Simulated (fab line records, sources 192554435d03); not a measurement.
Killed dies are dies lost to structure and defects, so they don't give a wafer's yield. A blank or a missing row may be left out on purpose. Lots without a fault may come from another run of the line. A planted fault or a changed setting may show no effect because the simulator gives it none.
A struck lot beside a sound one | flow n5_finfet | 15 steps out of a route of 1938
Sound: wafers L481.1, L481.4, L481.6. Struck: wafer L489.5. (L489.3, L489.4 of the same lot were not struck and are left out.) The cause comes at the end.
At each step with rows: each side's tool, then ch and its chambers, then its first start. Under that, the readings that differ: sound wafers | struck wafers | difference of the means | sigmas: that difference in standard deviations of wafers without a fault.
alike: readings whose means differ by less than 2 such deviations, and words and numbers that are the same on both sides. not compared: withheld readings, readings that some wafer has no value for, bounds like >300 that may hide the same value, and numbers for which the record gives no deviation and whose values overlap.
The two part at a step that has a row with sigmas, a row that says differs or no value, or rows on one side only. Numbers that don't overlap but have no deviation are shown without sigmas and don't part them. A reading that every wafer of one side lacks parts them only if that side has two wafers or more.

first, 7 steps without rows for these wafers: N5_BEOL_M5_COAT_71 (time 60 s, resist thk 5 nm); N5_BEOL_M5_COAT_05 (resist thk 30 nm); N5_BEOL_M5_EBR_07; N5_BEOL_M5_SOFTBAKE_06 (time 60 s); N5_BEOL_M5_EXPOSE_08 (exposes mask M5, target cd 28 nm); N5_BEOL_M5_PEB_09 (peb time 60 s); N5_BEOL_M5_DEVELOP_10 (develop time 30 s).
N5_BEOL_M5_CD_MEAS_11: target cd 27.74 nm.
  sound on cd_sem-02 ch 0, day 13 11:57; struck on cd_sem-03 ch 0, day 14 14:51
  alike: cd_nm
N5_BEOL_M5_OVL_MEAS_12:
  sound on overlay-01 ch 0, day 13 11:59; struck on overlay-02 ch 0, day 14 14:53
  alike: M5_OVL
N5_BEOL_M5_INSPECT_13: inspects for defects (brightfield).
  sound on defect_inspect-01, day 13 12:02; struck on defect_inspect-01, day 14 14:56
  alike: raw_defect_count
N5_BEOL_M5_DESCUM_16: chemistry O2, time 7 s.
  sound on rie_diel-03 ch 0,1, day 13 12:05; struck on rie_diel-02 ch 3, day 14 14:58
  alike: drypump_motor_current_A, oes_product_au, rf_vpp_V, showerhead_plenum_p_Torr, throttle_valve_pct
  not compared: rf_hours_counter_h
N5_BEOL_M5_ETCH_72: etches underlayer in N2/H2, target depth 6.5 nm, time 5.2 s.
  sound on rie_diel-03 ch 0,1, day 13 12:07; struck on rie_diel-02 ch 3, day 14 15:00
  alike: drypump_motor_current_A, etch_rf_on_time_s, h2_flow_sccm, oes_product_au, rf_vpp_V, showerhead_plenum_p_Torr, throttle_valve_pct
  not compared: rf_hours_counter_h
N5_BEOL_M5_ETCH_61: etches SiARC in CF4, target depth 15.6 nm, time 26 s.
  sound on rie_diel-03 ch 0,1, day 13 12:08; struck on rie_diel-02 ch 3, day 14 15:01
  reading               | sound          | struck | difference | sigmas
  etch_rf_on_time_s (s) | 25.8 25.7 25.6 | 34.0   | +8.3       | +12
  oes_product_au (a.u.) | 0.60 0.76 0.76 | 0.52   | -0.19      | -2
  alike: drypump_motor_current_A, rf_vpp_V, showerhead_plenum_p_Torr, throttle_valve_pct
  not compared: rf_hours_counter_h
N5_BEOL_M5_ETCH_62: etches SOC in N2/H2, target depth 75 nm, overetch 15 nm, time 112.5 s.
  sound on rie_diel-03 ch 0,1, day 13 12:10; struck on rie_diel-02 ch 3, day 14 15:03
  alike: drypump_motor_current_A, h2_flow_sccm, oes_product_au, rf_vpp_V, showerhead_plenum_p_Torr, throttle_valve_pct
  not compared: rf_hours_counter_h
N5_PASSIVATION_PROBE_49:
  the record has rows for the sound wafers here (prober-02, day 17 20:25) and none for the struck ones

WHERE THEY PART
First at N5_BEOL_M5_ETCH_61; last, within this record, at N5_PASSIVATION_PROBE_49.

WHY: what the simulator had put in
Process parameter drift: rie_diel-02, from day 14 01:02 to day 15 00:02, at N5_BEOL_M5_ETCH_61. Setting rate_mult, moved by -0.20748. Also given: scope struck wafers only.
